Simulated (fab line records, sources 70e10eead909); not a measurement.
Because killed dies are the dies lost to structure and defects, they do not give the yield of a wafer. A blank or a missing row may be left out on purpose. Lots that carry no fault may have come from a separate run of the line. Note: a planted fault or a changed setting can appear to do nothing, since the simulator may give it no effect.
fab line records | flow nand_harc
record: lots: 6 | wafers: 18 | last_day: 25
route steps=1159 shown P_STI@86 END@1159
lots that met no fault: taken from a fault-free run of the same line
start_h: hours from the record's opening day to when the first of the lot's shown wafers began | wait_h: time in hours since the lot's previous step | " as in the row above | L1.1+2: several wafers, shown together as one row | - either no value or no given start | * or withheld: withheld | < > ~ a bound
route shown NAME@n: a module of which the file shows steps, and the number in the route of the first | usual: average and standard deviation across the fault-free wafers | same: alike in all rows | chamber/n: place in a boat | sites: readings site by site | _std_site: the standard deviation of these | _edge_site: mean of outer sites minus mean of inner sites | radius_mm: for every site, how far away it sits from the centre of the wafer | mask NAME#n: copy n | behind: the most recent tool/chamber to have shaped the wafer | hold: cause of the lot's hold/its duration in hours/its outcome | device: the transistor (n, p or np) that didn't switch | end of line: at the end of the route, the tests of the same wafers | for a step that has no rows: nothing shown but its recipe | killed: the dies lost at the first sort to structure and to defects; this is not the yield of the wafer | map: a wafer's dies, x killed, . not, _ none there
set.NAME: the setting that was run; set.NAME@STEP: the one run at that earlier step | model.NAME: the simulator's own value behind a step, which no gauge read
lots at some steps of the route; a table a step, a row a wafer
services: a tool's chamber out of use, with start hour (start_h, from the record's first day; less than 0 if before it), hours out, and reason
== steps ==
step: NHARC_P_STI_HARDBAKE_13
recipe: temp_c: 118 | time_s: 65
step: NHARC_P_STI_DESCUM_14
recipe: time_s: 3 | o2_flow_sccm: 200 | ar_flow_sccm: 0 | bias_power_w: 0 | chemistry: O2
usual: drypump_motor_current_A: 5.9/0.3 | oes_product_au: 0.998/0.01 | rf_vpp_V: 57.9/0.92 | showerhead_plenum_p_Torr: 1.94/0.089 | throttle_valve_pct: 11.310/0.0085
lot.wafer | tool        | chamber | start_h | wait_h | drypump_motor_current_A | oes_product_au | rf_hours_counter_h | rf_vpp_V | showerhead_plenum_p_Torr | throttle_valve_pct
L671.3    | rie_diel-02 | 2       | 61.50   | -      | 5.5                     | 0.986          | 5.0                | 58.6     | 2.05                     | 11.313
L671.2    | "           | 1       | "       | "      | 6.2                     | 0.983          | 4.2                | 56.8     | 1.78                     | 11.308
L671.6    | "           | 3       | "       | "      | 5.8                     | 1.002          | -                  | 59.8     | 2.02                     | 11.308
L670.2    | rie_diel-10 | 3       | 61.68   | -      | 6.2                     | 1.003          | 1.9                | 58.5     | 1.92                     | 11.307
L670.6    | "           | 1       | "       | "      | 5.7                     | 1.002          | -                  | 58.8     | 2.07                     | 11.304
L670.5    | "           | 2       | "       | "      | 6.0                     | 0.977          | -                  | 57.1     | 1.82                     | 11.300
L672.3    | rie_diel-02 | 3       | 71.40   | -      | 5.8                     | 1.007          | 5.5                | 58.4     | 2.02                     | 11.322
L672.1    | "           | 1       | "       | "      | 6.2                     | 0.989          | 4.8                | 57.2     | 1.78                     | 11.314
L672.4    | "           | 2       | "       | "      | 5.5                     | 0.994          | 5.7                | 57.9     | 2.05                     | 11.318
L680.2    | rie_diel-10 | 3       | 119.16  | -      | 6.2                     | 1.010          | 3.3                | 57.1     | 1.92                     | 11.315
L680.4    | "           | 2       | "       | "      | 6.0                     | 0.992          | 3.3                | 55.9     | 1.82                     | 11.309
L680.5    | "           | 3       | "       | "      | 6.2                     | 1.019          | -                  | 58.0     | 1.92                     | 11.309
L682.2    | rie_diel-10 | 1       | 134.13  | -      | 5.7                     | 0.998          | 2.7                | 57.7     | 2.07                     | 11.311
L682.3    | "           | 3       | "       | "      | 6.2                     | 1.001          | 3.8                | 56.9     | 1.92                     | 11.303
L682.6    | "           | 0       | "       | "      | 6.1                     | 0.985          | -                  | 59.5     | 1.93                     | 11.315
L687.2    | rie_diel-09 | 0       | 167.28  | -      | 6.4                     | 0.993          | 3.1                | 57.9     | 2.02                     | 11.328
L687.4    | "           | 1       | "       | "      | 5.4                     | 0.983          | 2.9                | 58.0     | 1.88                     | 11.309
L687.6    | "           | 2       | "       | "      | 5.5                     | 0.999          | -                  | 58.0     | 1.85                     | 11.309
step: NHARC_P_STI_ETCH_42
recipe: target_depth_a: 800 | overetch_a: 240 | time_s: 61 | ion_energy_ev: 200 | n2_flow_sccm: 150 | h2_flow_sccm: 150 | ar_flow_sccm: 0 | rf_w: 400 | bias_w: 150 | chemistry: N2/H2
usual: drypump_motor_current_A: 5.9/0.31 | oes_product_au: 0.997/0.01 | rf_vpp_V: 431.0/2.7 | showerhead_plenum_p_Torr: 2.06/0.096 | throttle_valve_pct: 14.170/0.0086
lot.wafer | tool        | chamber | start_h | wait_h | drypump_motor_current_A | oes_product_au | rf_hours_counter_h | rf_vpp_V | showerhead_plenum_p_Torr | throttle_valve_pct
L671.3    | rie_diel-02 | 0       | 61.59   | 0.1    | 5.7                     | 1.004          | 4.2                | 432.4    | 2.09                     | 14.166
L671.2    | "           | 3       | "       | "      | 5.8                     | 1.000          | 5.0                | 433.6    | 2.16                     | 14.173
L671.6    | "           | 0       | "       | "      | 5.7                     | 1.000          | -                  | 432.4    | 2.09                     | 14.179
L670.2    | rie_diel-10 | 0       | 61.76   | 0.1    | 6.1                     | 1.017          | 1.8                | 431.7    | 2.05                     | 14.174
L670.6    | "           | 1       | "       | "      | 5.7                     | 0.992          | -                  | 435.9    | 2.21                     | 14.183
L670.5    | "           | 2       | "       | "      | 6.0                     | 0.993          | -                  | 427.9    | 1.93                     | 14.177
L672.3    | rie_diel-02 | 0       | 71.50   | 0.1    | 5.7                     | 0.996          | 4.7                | 431.3    | 2.09                     | 14.186
L672.4    | "           | 1       | "       | "      | 6.2                     | 0.983          | 4.8                | 426.2    | 1.90                     | 14.170
L672.1    | "           | 2       | "       | "      | 5.5                     | 0.990          | 5.7                | 434.8    | 2.18                     | 14.157
L680.2    | rie_diel-10 | 0       | 119.25  | 0.1    | 6.1                     | 1.000          | 3.2                | 431.9    | 2.05                     | 14.170
L680.4    | "           | 2       | "       | "      | 6.0                     | 0.992          | 3.3                | 426.2    | 1.93                     | 14.170
L680.5    | "           | 0       | "       | "      | 6.1                     | 1.005          | -                  | 430.5    | 2.05                     | 14.177
L682.3    | rie_diel-10 | 3       | 134.21  | 0.1    | 6.2                     | 1.006          | 3.8                | 430.1    | 2.04                     | 14.168
L682.2    | "           | 0       | "       | "      | 6.1                     | 1.006          | 3.6                | 431.0    | 2.05                     | 14.163
L682.6    | "           | 3       | "       | "      | 6.2                     | 1.010          | -                  | 430.9    | 2.04                     | 14.176
L687.4    | rie_diel-09 | 0       | 167.36  | 0.1    | 6.4                     | 0.983          | 3.2                | 432.6    | 2.15                     | 14.171
L687.2    | "           | 1       | "       | "      | 5.5                     | 0.993          | 2.9                | 429.6    | 2.00                     | 14.164
L687.6    | "           | 3       | "       | "      | 6.3                     | 1.000          | -                  | 431.3    | 2.02                     | 14.185
step: NHARC_P_STI_ETCH_31
recipe: target_depth_a: 1089 | time_s: 54.5 | cf4_flow_sccm: 100 | chf3_flow_sccm: 30 | ar_flow_sccm: 0 | rf_w: 500 | bias_w: 200 | chemistry: CF4/CHF3
usual: drypump_motor_current_A: 5.9/0.31 | oes_product_au: 0.962/0.015 | rf_vpp_V: 371.0/2.4 | showerhead_plenum_p_Torr: 1.59/0.068 | throttle_valve_pct: 16.802/0.0094
lot.wafer | tool        | chamber | start_h | wait_h | drypump_motor_current_A | oes_product_au | rf_hours_counter_h | rf_vpp_V | showerhead_plenum_p_Torr | throttle_valve_pct
L671.2    | rie_diel-02 | 3       | -       | -      | 5.8                     | 0.964          | 5.0                | 373.2    | 1.66                     | 16.803
L671.3    | "           | 1       | "       | "      | 6.2                     | 0.956          | 4.2                | 366.9    | 1.47                     | 16.802
L671.6    | "           | 3       | "       | "      | 5.8                     | 0.968          | -                  | 373.8    | 1.66                     | 16.794
L670.2    | rie_diel-10 | 1       | -       | -      | 5.7                     | 0.953          | 1.0                | 375.1    | 1.70                     | 16.805
L670.5    | "           | 2       | "       | "      | 6.0                     | 0.953          | -                  | 366.7    | 1.50                     | 16.798
L670.6    | "           | 3       | "       | "      | 6.2                     | 0.985          | -                  | 371.5    | 1.58                     | 16.807
L672.3    | rie_diel-02 | 0       | -       | -      | 5.7                     | 0.960          | 4.7                | 371.4    | 1.61                     | 16.795
L672.1    | "           | 1       | "       | "      | 6.2                     | 0.961          | 4.9                | 366.1    | 1.47                     | 16.797
L672.4    | "           | 2       | "       | "      | 5.5                     | 0.971          | 5.7                | 374.3    | 1.68                     | 16.793
L680.4    | rie_diel-10 | 3       | -       | -      | 6.1                     | 0.969          | 3.4                | 369.6    | 1.58                     | 16.794
L680.2    | "           | 0       | "       | "      | 6.1                     | 0.964          | 3.2                | 371.4    | 1.58                     | 16.803
L680.5    | "           | 3       | "       | "      | 6.1                     | 0.963          | -                  | 369.9    | 1.58                     | 16.789
L682.3    | rie_diel-10 | 0       | -       | -      | 6.1                     | 0.947          | 3.6                | 370.5    | 1.58                     | 16.810
L682.2    | "           | 2       | "       | "      | 6.0                     | 0.950          | 3.7                | 368.3    | 1.50                     | 16.814
L682.6    | "           | 3       | "       | "      | 6.2                     | 0.961          | -                  | 370.1    | 1.58                     | 16.801
L687.4    | rie_diel-09 | 2       | -       | -      | 5.5                     | 0.958          | 3.0                | 368.8    | 1.53                     | 16.800
L687.2    | "           | 3       | "       | "      | 6.3                     | 0.954          | 3.0                | 370.8    | 1.56                     | 16.804
L687.6    | "           | 2       | "       | "      | 5.6                     | 0.963          | -                  | 369.1    | 1.53                     | 16.803
step: NHARC_P_STI_ETCH_15
recipe: target_depth_a: 3000 | taper_deg: 4 | time_s: 100.1 | hbr_flow_sccm: 150 | cl2_flow_sccm: 50 | rf_w: 400 | icp_w: 400 | bias_w: 100 | chemistry: HBr/Cl2
usual: drypump_motor_current_A: 5.7/0.5 | oes_product_au: 1.001/0.011 | throttle_valve_pct: 26.406/0.0097
lot.wafer | tool      | chamber | start_h | wait_h | drypump_motor_current_A | oes_product_au | rf_hours_counter_h | throttle_valve_pct
L671.3    | rie_si-01 | 2       | 61.78   | -      | 5.6                     | 1.025          | 0.8                | 26.416
L671.2    | "         | 1       | "       | "      | 6.4                     | 1.018          | 0.8                | 26.417
L671.6    | "         | 2       | "       | "      | 5.6                     | 1.019          | -                  | 26.416
L670.2    | rie_si-04 | 1       | 61.97   | -      | 4.8                     | 1.016          | 0.9                | 26.402
L670.6    | "         | 3       | "       | "      | 5.5                     | 0.997          | -                  | 26.400
L670.5    | "         | 0       | "       | "      | 6.1                     | 1.000          | -                  | 26.410
L672.4    | rie_si-02 | 3       | 71.68   | -      | 5.6                     | 0.991          | 0.2                | 26.413
L672.1    | "         | 1       | "       | "      | 5.6                     | 1.014          | 0.2                | 26.412
L672.3    | "         | 2       | "       | "      | 5.7                     | 0.993          | 0.2                | 26.397
L680.4    | rie_si-01 | 3       | 119.44  | -      | 6.4                     | 1.002          | 1.4                | 26.409
L680.2    | "         | 1       | "       | "      | 6.4                     | 0.999          | 1.3                | 26.395
L680.5    | "         | 3       | "       | "      | 6.3                     | 1.003          | -                  | 26.408
L682.3    | rie_si-02 | 1       | 134.39  | -      | 5.7                     | 1.008          | 0.8                | 26.413
L682.2    | "         | 2       | "       | "      | 5.7                     | 0.990          | 0.7                | 26.410
L682.6    | "         | 1       | "       | "      | 5.7                     | 1.006          | -                  | 26.410
L687.2    | rie_si-02 | 0       | 167.54  | -      | 5.0                     | 0.989          | 1.0                | 26.400
L687.4    | "         | 3       | "       | "      | 5.6                     | 1.010          | 0.9                | 26.407
L687.6    | "         | 0       | "       | "      | 5.0                     | 0.989          | -                  | 26.419
step: NHARC_P_STI_CD_MEAS_16
usual: cd_nm: 200.2/2.5
lot.wafer | tool      | chamber | start_h | wait_h | cd_nm
L671.2    | cd_sem-03 | -       | 61.95   | -      | 202.9
L671.3    | "         | -       | "       | "      | 202.3
L671.6    | "         | -       | "       | "      | 197.8
L670.2    | cd_sem-02 | -       | 62.11   | -      | 200.4
L670.5    | "         | -       | "       | "      | 199.7
L670.6    | "         | -       | "       | "      | 201.6
L672.1    | cd_sem-03 | -       | 71.84   | -      | 201.8
L672.3    | "         | -       | "       | "      | 198.7
L672.4    | "         | -       | "       | "      | 202.7
L680.2    | cd_sem-02 | -       | 119.60  | -      | 200.0
L680.4    | "         | -       | "       | "      | 198.6
L680.5    | "         | -       | "       | "      | 198.2
L682.2    | cd_sem-03 | -       | 134.56  | -      | 196.2
L682.3    | "         | -       | "       | "      | 201.3
L682.6    | "         | -       | "       | "      | 198.0
L687.2    | cd_sem-03 | -       | 167.71  | -      | 201.2
L687.4    | "         | -       | "       | "      | 205.6
L687.6    | "         | -       | "       | "      | 200.4
step: NHARC_P_STI_OCD_MEAS_17
usual: trench_depth_nm: 301/4.5 | trench_foot_cd_nm: 158.9/2.3
lot.wafer | tool   | chamber | start_h | wait_h | trench_depth_nm | trench_foot_cd_nm
L671.2    | ocd-01 | -       | 62.03   | 0.1    | 310             | 159.3
L671.3    | "      | -       | "       | "      | 309             | 159.8
L671.6    | "      | -       | "       | "      | 309             | 157.0
L670.2    | ocd-02 | -       | 62.21   | 0.1    | 307             | 160.1
L670.5    | "      | -       | "       | "      | 301             | 157.3
L670.6    | "      | -       | "       | "      | 302             | 160.6
L672.1    | ocd-02 | -       | 71.93   | 0.1    | 311             | 159.2
L672.3    | "      | -       | "       | "      | 298             | 160.2
L672.4    | "      | -       | "       | "      | 298             | 160.0
L680.2    | ocd-01 | -       | 119.69  | 0.1    | 304             | 158.6
L680.4    | "      | -       | "       | "      | 299             | 158.1
L680.5    | "      | -       | "       | "      | 301             | 158.3
L682.2    | ocd-01 | -       | 134.65  | 0.1    | 297             | 158.2
L682.3    | "      | -       | "       | "      | 306             | 160.9
L682.6    | "      | -       | "       | "      | 306             | 157.8
L687.2    | ocd-02 | -       | 167.80  | 0.1    | 296             | 159.3
L687.4    | "      | -       | "       | "      | 303             | 162.1
L687.6    | "      | -       | "       | "      | 296             | 158.2
step: NHARC_P_STI_STRIP_19
recipe: time_s: 900 | temp_c: 130 | chemistry: SPM
step: NHARC_P_STI_PRECLEAN_32
recipe: time_s: * | temp_c: 50 | bath_age_min: 0 | chemistry: SC1
step: NHARC_P_STI_SRD_23
step: NHARC_P_STI_OCD_MEAS_43
usual: trench_depth_nm: 301/4.4 | trench_foot_cd_nm: 158.9/2.3
lot.wafer | tool   | chamber | start_h | wait_h | trench_depth_nm | trench_foot_cd_nm
L671.2    | ocd-01 | -       | 62.54   | -      | 310             | 159.4
L671.3    | "      | -       | "       | "      | 310             | 159.3
L671.6    | "      | -       | "       | "      | 309             | 156.7
L670.2    | ocd-02 | -       | 62.72   | -      | 307             | 159.5
L670.5    | "      | -       | "       | "      | 301             | 158.4
L670.6    | "      | -       | "       | "      | 302             | 159.8
L672.1    | ocd-01 | -       | 72.44   | -      | 311             | 158.6
L672.3    | "      | -       | "       | "      | 298             | 159.4
L672.4    | "      | -       | "       | "      | 298             | 160.3
L680.2    | ocd-02 | -       | 120.21  | -      | 304             | 158.9
L680.4    | "      | -       | "       | "      | 300             | 158.3
L680.5    | "      | -       | "       | "      | 301             | 158.0
L682.2    | ocd-01 | -       | 135.17  | -      | 297             | 158.4
L682.3    | "      | -       | "       | "      | 306             | 160.3
L682.6    | "      | -       | "       | "      | 305             | 157.7
L687.2    | ocd-02 | -       | 168.30  | -      | 296             | 159.4
L687.4    | "      | -       | "       | "      | 303             | 162.1
L687.6    | "      | -       | "       | "      | 297             | 157.9
step: NHARC_P_STI_OXIDE_33
recipe: target_thk_a: 100 | temp_c: 1000 | ox_time_s: 281 | material: SiO2
step: NHARC_P_STI_HDPCVD_20
recipe: target_thk_a: withheld | sigma_open_frac: withheld | material: SiO2
lot.wafer  | tool      | chamber | start_h | wait_h
L671.2+3+6 | hdpcvd-01 | 0       | 72.95   | 0.4
L670.2+5+6 | hdpcvd-01 | 1,1,0   | 73.44   | 0.9
L672.1+4+3 | hdpcvd-01 | 0,1,0   | 81.11   | 0.5
L680.2+4+5 | hdpcvd-01 | 0,0,1   | 127.79  | 1.0
L682.2+3+6 | hdpcvd-01 | 1       | 143.95  | 0.9
L687.2+4+6 | hdpcvd-01 | 1       | 176.65  | 0.5
step: NHARC_P_STI_ANNEAL_34
recipe: temp_c: 1000 | time_s: 1800
step: NHARC_P_STI_CMP_21
recipe: t_overpolish_s: 20 | target_thk_nm: 380.67
usual: motor_current_A: 12.1/1 | overpolish_run_s: 20.000/0.0086 | pad_life_wafers: 244/160 | slurry_filter_dp_kPa: 13.51/0.15
lot.wafer | tool   | chamber | start_h | wait_h | motor_current_A | overpolish_run_s | pad_life_wafers | slurry_filter_dp_kPa
L671.3    | cmp-02 | 1       | 82.10   | 0.4    | 12.2            | 19.993           | 252             | 13.44
L671.2    | "      | 3       | "       | "      | 10.6            | 19.998           | 254             | 13.60
L671.6    | "      | 2       | "       | "      | 12.0            | 20.001           | -               | 13.61
L670.2    | cmp-03 | 3       | 82.10   | 0.4    | 13.7            | 19.978           | 120             | 13.64
L670.6    | "      | 3       | "       | "      | 13.4            | 19.995           | -               | 13.52
L670.5    | "      | 0       | "       | "      | 12.2            | 20.001           | -               | 13.70
L672.3    | cmp-03 | 3       | 90.09   | 0.4    | 14.1            | 20.003           | 162             | 13.77
L672.4    | "      | 1       | "       | "      | 10.8            | 20.008           | 164             | 13.80
L672.1    | "      | 2       | "       | "      | 12.3            | 20.014           | 165             | 13.48
L680.4    | cmp-01 | 3       | 134.07  | 0.4    | 12.6            | 19.996           | 248             | 13.39
L680.2    | "      | 0       | "       | "      | 11.7            | 20.002           | 249             | 13.65
L680.5    | "      | 1       | "       | "      | 10.1            | 19.996           | -               | 13.56
L682.3    | cmp-03 | 1       | 155.95  | 0.4    | 11.1            | 20.001           | 588             | 13.50
L682.2    | "      | 0       | "       | "      | 11.7            | 20.001           | 591             | 13.40
L682.6    | "      | 1       | "       | "      | 11.8            | 19.989           | -               | 13.43
L687.4    | cmp-01 | 1       | 189.54  | 0.4    | 9.7             | 20.001           | 43              | 13.45
L687.2    | "      | 2       | "       | "      | 12.2            | 19.985           | 44              | 13.57
L687.6    | "      | 0       | "       | "      | 11.2            | 19.997           | -               | 13.33
step: NHARC_P_STI_SRD_35
step: NHARC_P_STI_ETCH_36
recipe: target_depth_a: 388 | chemistry: dHF | material: SiO2
step: NHARC_P_STI_STRIP_24
recipe: temp_c: 160 | chemistry: H3PO4 | material: Si3N4
step: NHARC_P_STI_ETCH_37
recipe: target_depth_a: 110 | chemistry: dHF | material: SiO2
step: NHARC_P_STI_PRECLEAN_38
recipe: time_s: * | temp_c: 50 | bath_age_min: 0 | chemistry: SC1
step: NHARC_P_STI_SRD_39
step: NHARC_P_STI_OXIDE_40
recipe: target_thk_a: 100 | temp_c: 900 | ox_time_s: 1362 | material: SiO2
step: NHARC_P_STI_INSPECT_25
usual: raw_defect_count: 217/89
lot.wafer | tool              | chamber | start_h | wait_h | raw_defect_count
L670.2    | defect_inspect-01 | -       | 90.59   | 0.4    | 276
L670.5    | "                 | -       | "       | "      | 173
L670.6    | "                 | -       | "       | "      | 215
L671.2    | defect_inspect-02 | -       | 90.61   | 0.4    | 227
L671.3    | "                 | -       | "       | "      | 227
L671.6    | "                 | -       | "       | "      | 185
L672.1    | defect_inspect-01 | -       | 98.50   | 0.4    | 135
L672.3    | "                 | -       | "       | "      | 161
L672.4    | "                 | -       | "       | "      | 245
L680.2    | defect_inspect-02 | -       | 142.50  | 0.4    | 274
L680.4    | "                 | -       | "       | "      | 301
L680.5    | "                 | -       | "       | "      | 278
L682.2    | defect_inspect-02 | -       | 164.37  | 0.4    | 162
L682.3    | "                 | -       | "       | "      | 185
L682.6    | "                 | -       | "       | "      | 125
L687.2    | defect_inspect-01 | -       | 200.17  | 0.4    | 337
L687.4    | "                 | -       | "       | "      | 202
L687.6    | "                 | -       | "       | "      | 421
step: NHARC_END_SORT_01
recipe: temp_c: 25
usual: killed_at_array: 28/11 | killed_at_other: 0.7/1.1 | killed_at_periphery: 2.9/2 | killed_dies: 32/11 | killed_open: 3.2/1.8 | killed_short: 2.0/1.4
same: gross_dies: 677
lot.wafer | tool      | chamber | start_h | wait_h | killed_at_array | killed_at_other | killed_at_periphery | killed_dies | killed_open | killed_short
L671.2    | prober-02 | 0       | 459.68  | 2.8    | 24              | 0               | 653                 | 677         | 2           | 5
L671.3    | prober-02 | 0       | 460.49  | 3.1    | 23              | 1               | 653                 | 677         | 4           | 4
L671.6    | prober-02 | 0       | 462.91  | 4.0    | 26              | 0               | 651                 | 677         | 2           | 4
L670.2    | prober-01 | 0       | 466.66  | 2.8    | 18              | 0               | 659                 | 677         | 1           | 0
L670.5    | prober-01 | 0       | 469.04  | 3.7    | 23              | 1               | 653                 | 677         | 3           | 4
L670.6    | prober-01 | 0       | 469.83  | 4.0    | 17              | 0               | 660                 | 677         | 4           | 0
killed by level:class
L671.2 P_STI:area_hdpcvd=651 A_SLIT:chamber_film_flake=8 A_CHANNEL_HOLE_D1:chamber_film_flake=5 A_CHANNEL_FILL_D1:chamber_film_flake=2 P_CONTACT:geometric_particle:short=1 A_ONON_D1:geometric_particle:open=1 A_CHANNEL_FILL_D1:geometric_particle:open=1 A_CHANNEL_FILL_D1:geometric_particle:short=1
L671.3 P_STI:area_hdpcvd=647 A_CHANNEL_HOLE_D1:chamber_film_flake=7 A_SLIT:chamber_film_flake=7 A_ONON_D1:geometric_particle:short=2 A_M0:geometric_particle:open=2 P_ZERO_WELL:chamber_film_flake=2 P_STI:chamber_film_flake=2 A_STAIRCASE:chamber_film_flake=2
L671.6 P_STI:area_hdpcvd=649 A_CHANNEL_HOLE_D1:chamber_film_flake=10 A_SLIT:chamber_film_flake=6 A_CONTACT:geometric_particle:open=2 A_BLC:chamber_film_flake=2 A_SGD_CUT:geometric_particle:short=1 A_WL_FILL:geometric_particle:short=1 A_CONTACT:geometric_particle:short=1
L670.2 P_STI:area_hdpcvd=659 A_SLIT:chamber_film_flake=8 A_CHANNEL_HOLE_D1:chamber_film_flake=2 A_STAIRCASE:chamber_film_flake=2 A_CONTACT:chamber_film_flake=2 A_WL_FILL:chamber_film_flake=1 A_CONTACT:geometric_particle:open=1 A_BLC:chamber_film_flake=1
L670.5 P_STI:area_hdpcvd=652 A_SLIT:chamber_film_flake=9 A_CHANNEL_HOLE_D1:chamber_film_flake=5 A_WL_FILL:geometric_particle:open=2 A_CONTACT:chamber_film_flake=2 A_ONON_D1:geometric_particle:short=1 A_SGD_CUT:geometric_particle:short=1 A_WL_FILL:geometric_particle:short=1
L670.6 P_STI:area_hdpcvd=658 A_SLIT:chamber_film_flake=10 A_CHANNEL_FILL_D1:geometric_particle:open=2 A_CONTACT:chamber_film_flake=2 P_CONTACT:geometric_particle:open=1 A_CONTACT:geometric_particle:open=1 P_BONDPAD:chamber_film_flake=1 A_STAIRCASE:chamber_film_flake=1
map L670.2 (x killed, . not)
____________x____________
_________xxxxxxx_________
_______xxxxxxxxxxx_______
______xxxxxxxxxxxxx______
_____xxxxxxxxxxxxxxx_____
____xxxxxxxxxxxxxxxxx____
____xxxxxxxxxxxxxxxxx____
___xxxxxxxxxxxxxxxxxxx___
___xxxxxxxxxxxxxxxxxxx___
__xxxxxxxxxxxxxxxxxxxxx__
__xxxxxxxxxxxxxxxxxxxxx__
_xxxxxxxxxxxxxxxxxxxxxxx_
_xxxxxxxxxxxxxxxxxxxxxxx_
_xxxxxxxxxxxxxxxxxxxxxxx_
_xxxxxxxxxxxxxxxxxxxxxxx_
_xxxxxxxxxxxxxxxxxxxxxxx_
xxxxxxxxxxxxxxxxxxxxxxxxx
xxxxxxxxxxxxxxxxxxxxxxxxx
xxxxxxxxxxxxxxxxxxxxxxxxx
xxxxxxxxxxxxxxxxxxxxxxxxx
xxxxxxxxxxxxxxxxxxxxxxxxx
_xxxxxxxxxxxxxxxxxxxxxxx_
_xxxxxxxxxxxxxxxxxxxxxxx_
_xxxxxxxxxxxxxxxxxxxxxxx_
_xxxxxxxxxxxxxxxxxxxxxxx_
_xxxxxxxxxxxxxxxxxxxxxxx_
__xxxxxxxxxxxxxxxxxxxxx__
__xxxxxxxxxxxxxxxxxxxxx__
___xxxxxxxxxxxxxxxxxxx___
___xxxxxxxxxxxxxxxxxxx___
____xxxxxxxxxxxxxxxxx____
____xxxxxxxxxxxxxxxxx____
_____xxxxxxxxxxxxxxx_____
______xxxxxxxxxxxxx______
_______xxxxxxxxxxx_______
_________xxxxxxx_________
____________x____________
map L671.2 (x killed, . not)
____________x____________
_________xxxxxxx_________
_______xxxxxxxxxxx_______
______xxxxxxxxxxxxx______
_____xxxxxxxxxxxxxxx_____
____xxxxxxxxxxxxxxxxx____
____xxxxxxxxxxxxxxxxx____
___xxxxxxxxxxxxxxxxxxx___
___xxxxxxxxxxxxxxxxxxx___
__xxxxxxxxxxxxxxxxxxxxx__
__xxxxxxxxxxxxxxxxxxxxx__
_xxxxxxxxxxxxxxxxxxxxxxx_
_xxxxxxxxxxxxxxxxxxxxxxx_
_xxxxxxxxxxxxxxxxxxxxxxx_
_xxxxxxxxxxxxxxxxxxxxxxx_
_xxxxxxxxxxxxxxxxxxxxxxx_
xxxxxxxxxxxxxxxxxxxxxxxxx
xxxxxxxxxxxxxxxxxxxxxxxxx
xxxxxxxxxxxxxxxxxxxxxxxxx
xxxxxxxxxxxxxxxxxxxxxxxxx
xxxxxxxxxxxxxxxxxxxxxxxxx
_xxxxxxxxxxxxxxxxxxxxxxx_
_xxxxxxxxxxxxxxxxxxxxxxx_
_xxxxxxxxxxxxxxxxxxxxxxx_
_xxxxxxxxxxxxxxxxxxxxxxx_
_xxxxxxxxxxxxxxxxxxxxxxx_
__xxxxxxxxxxxxxxxxxxxxx__
__xxxxxxxxxxxxxxxxxxxxx__
___xxxxxxxxxxxxxxxxxxx___
___xxxxxxxxxxxxxxxxxxx___
____xxxxxxxxxxxxxxxxx____
____xxxxxxxxxxxxxxxxx____
_____xxxxxxxxxxxxxxx_____
______xxxxxxxxxxxxx______
_______xxxxxxxxxxx_______
_________xxxxxxx_________
____________x____________
== services ==
tool        | chamber | start_h | hours | kind
cmp-01      | -       | 39.74   | 1.3   | repair
cmp-02      | -       | 47.24   | 3.8   | repair
cmp-01      | -       | 55.10   | 3.4   | repair
cmp-03      | -       | 58.00   | 4.0   | pm
cmp-01      | -       | 68.00   | 0.6   | repair
rie_diel-09 | -       | 77.10   | 9.0   | pm
cmp-01      | -       | 81.50   | 4.0   | pm
rie_diel-02 | 0       | 82.76   | 3.8   | repair
rie_si-02   | -       | 83.91   | 0.3   | repair
cmp-01      | -       | 87.54   | 2.2   | repair
cmp-01      | -       | 96.59   | 0.9   | repair
rie_diel-02 | 1       | 108.31  | 12.7  | repair
rie_diel-10 | 1       | 109.11  | 3.0   | repair
hdpcvd-01   | -       | 111.00  | 13.0  | pm
rie_si-01   | -       | 127.00  | 9.0   | pm
rie_si-02   | 1       | 139.51  | 5.7   | repair
cmp-03      | -       | 141.27  | 3.6   | repair
rie_diel-10 | 1       | 150.52  | 11.2  | repair
rie_diel-10 | 3       | 150.57  | 6.8   | repair
rie_diel-02 | -       | 150.70  | 9.0   | pm
rie_diel-09 | 1       | 151.71  | 4.7   | repair
cmp-03      | -       | 156.09  | 4.0   | pm
rie_diel-10 | -       | 176.50  | 9.0   | pm
cmp-01      | -       | 179.50  | 4.0   | pm
== key ==
first_sign: step: NHARC_END_SORT_01 | reading: killed_at_periphery | direction: up | sigmas: 99+ | usual: 2.9 | struck: 654.8
effect: step: NHARC_END_SORT_01 | reading: killed_dies | direction: up | sigmas: 56 | usual: 32 | struck: 677
more_kills_born_at: NHARC_P_STI_HDPCVD_20@hdpcvd-01: 3916
met_at NHARC_P_STI_HDPCVD_20
struck_wafers L670.2,L670.5,L670.6,L671.2,L671.3,L671.6
later_rows_left_out L670.2,L670.5,L670.6,L671.2,L671.3,L671.6
tester_left_out L670,L671
fault: kind: skipped_step_whole | tool: hdpcvd-01 | chamber: - | onset_h: 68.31 | steps: NHARC_P_STI_HDPCVD_20 | scope: struck_lots_only
tester_left_out: of these lots the tester's yield and bins aren't shown, on N5 and GAA mostly nor the transistor test; their killed dies are dies lost to structure and defects alone, not to doping, threshold or leakage, so they don't give the yield
later_rows_left_out: the simulator's readings of these wafers behind a module that went badly wrong aren't trusted and aren't shown, but for the sort
